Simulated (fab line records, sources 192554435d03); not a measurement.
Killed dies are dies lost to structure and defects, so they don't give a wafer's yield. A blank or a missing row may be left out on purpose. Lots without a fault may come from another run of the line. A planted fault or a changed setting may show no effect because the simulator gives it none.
Which tool did it? | flow n5_finfet | 24 lots, 72 wafers sampled, at 5 steps of a route of 1938

WHAT THE GAUGES READ, wafer by wafer
N5_MOL_CONTACT_COAG_CD_MEAS_84: target cd 25.1 nm. Usual: cd_nm 25.1 nm, standard deviation 0.31.
lot  | measured     | on        | cd_nm (nm)     | flag
L074 | day 5 03:31  | cd_sem-02 | 25.6 25.3 25.5 |
L075 | day 5 14:45  | cd_sem-02 | 25.0 25.1 24.8 |
L076 | day 5 14:58  | cd_sem-01 | 25.3 25.2 25.0 |
L077 | day 5 18:25  | cd_sem-02 | 25.4 24.8 24.9 |
L078 | day 6 03:57  | cd_sem-02 | 25.5 25.1 24.9 |
L079 | day 6 06:59  | cd_sem-03 | 25.0 25.2 25.1 |
L080 | day 6 13:28  | cd_sem-03 | 24.9 25.1 25.1 |
L081 | day 6 19:52  | cd_sem-03 | 24.7 25.4 24.7 |
L082 | day 7 03:50  | cd_sem-02 | 25.2 25.2 25.0 |
L083 | day 7 08:20  | cd_sem-02 | 24.4 24.6 25.2 |
L084 | day 7 18:37  | cd_sem-01 | 25.7 25.5 25.2 |
L085 | day 7 18:47  | cd_sem-02 | 25.3 25.4 25.7 |
L086 | day 8 04:10  | cd_sem-02 | 25.2 25.4 25.1 |
L087 | day 8 10:44  | cd_sem-02 | 25.0 25.2 25.0 |
L088 | day 8 13:35  | cd_sem-02 | 25.3 25.5 25.4 |
L089 | day 8 23:10  | cd_sem-01 | 25.7 25.6 25.8 |
L090 | day 9 02:53  | cd_sem-01 | 24.9 24.8 25.1 |
L091 | day 9 10:30  | cd_sem-01 | 25.2 25.6 25.0 |
L092 | day 9 11:54  | cd_sem-01 | 25.5 25.7 25.5 |
L093 | day 10 05:09 | cd_sem-01 | 25.0 25.1 25.4 |
L094 | day 10 05:35 | cd_sem-03 | 25.3 25.1 24.8 |
L095 | day 10 06:56 | cd_sem-03 | 25.1 25.2 25.0 |
L096 | day 10 20:08 | cd_sem-01 | 24.9 24.7 25.4 |
L097 | day 10 23:37 | cd_sem-02 | 25.0 24.7 24.8 |

N5_MOL_CONTACT_COAG_OVL_MEAS_85. Usual: VG_OVL -0.2 nm, standard deviation 0.8.
lot  | measured     | on         | VG_OVL (nm)    | flag
L074 | day 5 03:33  | overlay-02 | 0.4 0.1 1.3    |
L075 | day 5 14:47  | overlay-01 | 0.9 1.2 1.1    |
L076 | day 5 14:59  | overlay-01 | -0.2 0.4 -0.2  |
L077 | day 5 18:27  | overlay-02 | -0.3 -1.4 -0.4 |
L078 | day 6 03:59  | overlay-02 | -1.0 -1.1 -1.6 |
L079 | day 6 07:01  | overlay-01 | 0.5 -0.3 -0.3  |
L080 | day 6 13:30  | overlay-01 | -1.2 -0.7 -1.2 |
L081 | day 6 19:53  | overlay-01 | -0.3 -0.3 -0.5 |
L082 | day 7 03:52  | overlay-01 | 0.2 -0.3 -1.1  |
L083 | day 7 08:23  | overlay-02 | -0.6 -0.2 -0.6 |
L084 | day 7 18:38  | overlay-01 | 0.7 0.0 0.8    |
L085 | day 7 18:49  | overlay-01 | 1.1 0.0 1.1    |
L086 | day 8 04:12  | overlay-01 | -1.7 -2.1 -1.3 |
L087 | day 8 10:46  | overlay-01 | 0.5 -0.7 -0.6  |
L088 | day 8 13:37  | overlay-01 | -1.0 -0.8 0.6  |
L089 | day 8 23:12  | overlay-02 | -0.5 0.6 1.0   |
L090 | day 9 02:56  | overlay-02 | -0.2 -0.3 0.0  |
L091 | day 9 10:32  | overlay-02 | 1.5 0.9 0.2    |
L092 | day 9 11:56  | overlay-01 | -0.7 0.1 -0.8  |
L093 | day 10 05:11 | overlay-02 | -0.9 -1.7 -1.0 |
L094 | day 10 05:38 | overlay-01 | -0.9 0.6 -0.6  |
L095 | day 10 06:58 | overlay-02 | -0.1 -0.2 0.7  |
L096 | day 10 20:11 | overlay-01 | 0.4 -1.3 -0.4  |
L097 | day 10 23:38 | overlay-02 | -0.2 0.2 0.9   |

N5_MOL_CONTACT_COAG_OVL_MEAS_41. Usual: VD_OVL -0.2 nm, standard deviation 0.6.
lot  | measured     | on         | VD_OVL (nm)    | flag
L074 | day 5 05:34  | overlay-02 | -0.7 -0.5 -0.8 |
L075 | day 5 16:38  | overlay-02 | -0.8 -0.2 -1.2 |
L076 | day 5 16:54  | overlay-02 | -0.6 -1.0 -0.9 |
L077 | day 5 19:59  | overlay-01 | -0.2 0.7 0.0   |
L078 | day 6 05:28  | overlay-02 | 0.5 0.9 0.9    |
L079 | day 6 08:17  | overlay-01 | 0.2 -0.8 -1.1  |
L080 | day 6 14:45  | overlay-02 | -0.1 1.1 0.2   |
L081 | day 6 21:30  | overlay-02 | -1.0 -0.3 -0.7 |
L082 | day 7 05:14  | overlay-01 | 0.2 -0.9 -0.6  |
L083 | day 7 09:45  | overlay-02 | 0.6 0.3 0.1    |
L084 | day 7 20:01  | overlay-01 | -1.4 -0.6 -0.8 |
L085 | day 7 20:11  | overlay-02 | -0.5 -0.7 0.5  |
L086 | day 8 05:35  | overlay-02 | -1.1 -0.8 -1.1 |
L087 | day 8 13:10  | overlay-02 | 0.6 0.2 0.5    |
L088 | day 8 15:58  | overlay-01 | 0.2 -0.6 -0.6  |
L089 | day 9 00:37  | overlay-01 | 0.3 0.1 -0.2   |
L090 | day 9 04:45  | overlay-01 | -0.2 0.8 0.1   |
L091 | day 9 11:57  | overlay-02 | 0.7 -0.1 -0.5  |
L092 | day 9 13:42  | overlay-01 | 0.2 -0.6 0.8   |
L093 | day 10 06:35 | overlay-02 | -1.2 -1.6 -0.8 |
L094 | day 10 06:55 | overlay-01 | 0.7 -0.7 0.1   |
L095 | day 10 08:25 | overlay-01 | -0.3 -0.3 -0.8 |
L096 | day 10 21:41 | overlay-01 | -0.1 0.9 0.2   |
L097 | day 11 01:12 | overlay-02 | 0.5 -0.3 -0.1  |

N5_MOL_CONTACT_COAG_THK_MEAS_53. Usual: VIA_MOL_THK 44.2 nm, standard deviation 0.83.
lot  | measured     | on            | VIA_MOL_THK (nm) | flag
L074 | day 5 07:16  | film_metro-02 | 43.2 44.0 45.0   |
L075 | day 5 18:22  | film_metro-01 | 43.7 45.1 44.7   |
L076 | day 5 18:34  | film_metro-02 | 44.1 43.2 44.7   |
L077 | day 5 21:38  | film_metro-02 | 43.9 44.3 44.8   |
L078 | day 6 07:19  | film_metro-01 | 44.3 45.4 44.1   |
L079 | day 6 10:17  | film_metro-02 | 44.2 45.5 44.9   |
L080 | day 6 16:25  | film_metro-02 | 43.5 44.5 45.4   |
L081 | day 6 23:10  | film_metro-01 | 45.0 44.0 45.4   |
L082 | day 7 07:05  | film_metro-02 | 43.5 43.6 44.3   |
L083 | day 7 12:03  | film_metro-01 | 45.4 44.5 44.9   |
L084 | day 7 22:02  | film_metro-02 | 44.0 44.9 44.4   |
L085 | day 7 22:40  | film_metro-01 | 42.2 43.7 43.7   |
L086 | day 8 08:02  | film_metro-02 | 44.1 44.4 46.5   |
L087 | day 8 15:36  | film_metro-02 | 42.7 43.4 43.9   |
L088 | day 8 18:09  | film_metro-01 | 43.6 43.2 43.7   |
L089 | day 9 02:24  | film_metro-01 | 43.4 44.6 44.2   |
L090 | day 9 06:34  | film_metro-02 | 44.5 44.1 44.9   |
L091 | day 9 13:59  | film_metro-02 | 43.1 45.1 43.6   |
L092 | day 9 15:49  | film_metro-01 | 44.0 44.4 45.2   |
L093 | day 10 08:14 | film_metro-01 | 44.1 43.4 44.4   |
L094 | day 10 08:34 | film_metro-02 | 44.4 43.3 44.6   |
L095 | day 10 10:11 | film_metro-02 | 43.0 42.1 45.0   |
L096 | day 10 23:43 | film_metro-02 | 45.3 46.2 43.8   |
L097 | day 11 02:52 | film_metro-01 | 44.2 44.1 45.0   |

N5_BEOL_M0_SAQP_INSPECT_16: inspects for defects (brightfield). Usual: raw_defect_count 505, standard deviation 130.
lot  | measured     | on                | raw_defect_count | flag
L074 | day 5 11:57  | defect_inspect-02 | 429 362 641      |
L075 | day 6 01:22  | defect_inspect-02 | 568 540 304      |
L076 | day 6 02:41  | defect_inspect-02 | 467 406 402      |
L077 | day 6 06:08  | defect_inspect-02 | 453 493 492      |
L078 | day 6 12:56  | defect_inspect-02 | 541 313 380      |
L079 | day 6 14:56  | defect_inspect-02 | 684 530 590      |
L080 | day 6 21:10  | defect_inspect-01 | 455 543 651      |
L081 | day 7 05:40  | defect_inspect-02 | 679 703 548      |
L082 | day 7 11:45  | defect_inspect-02 | 417 376 408      |
L083 | day 7 17:05  | defect_inspect-01 | 605 416 694      |
L084 | day 8 04:41  | defect_inspect-01 | 613 527 440      |
L085 | day 8 06:40  | defect_inspect-01 | 291 400 443      |
L086 | day 8 12:50  | defect_inspect-01 | 330 578 531      |
L087 | day 8 23:40  | defect_inspect-01 | 483 475 521      |
L088 | day 9 00:05  | defect_inspect-01 | 389 348 331      |
L089 | day 9 07:32  | defect_inspect-02 | 310 327 413      |
L090 | day 9 11:34  | defect_inspect-01 | 256 445 312      |
L091 | day 9 23:12  | defect_inspect-02 | 705 622 636      |
L092 | day 9 23:46  | defect_inspect-01 | 751 445 494      |
L093 | day 10 13:32 | defect_inspect-02 | 625 634 525      |
L094 | day 10 17:26 | defect_inspect-01 | 678 590 483      |
L095 | day 10 17:36 | defect_inspect-01 | 650 519 890      |
L096 | day 11 05:58 | defect_inspect-01 | 378 441 449      |
L097 | day 11 07:12 | defect_inspect-01 | 502 496 506      |

WHICH TOOL RAN EACH LOT (tool, then ch and the chambers of the sampled wafers, then the start)
The record holds no process step before these readings.

WHAT THE TOOLS THEMSELVES READ (means of the sampled wafers that have a number; where no wafer has one, the mark that the record gives instead)
The record holds no such reading with a usual standard deviation.

THE ANSWER, worked out from the rows above alone
Rule: a lot is off if the mean of its wafers that have a number lies more than 3 standard deviations from the usual mean. A lot without any number at a reading at which 4 lots or more have one is off too. The other lots that the step has rows for count as sound. The gauges are gone through in route order, then the tools' own readings, and for those a lot's mean is taken as printed above. The first step at which some lot is off is used, and at that step the reading that is off furthest; a lot without a number counts as furthest.
No lot is off at any reading shown: from this, nothing can be told.

WHAT THE SIMULATOR HAD PUT IN
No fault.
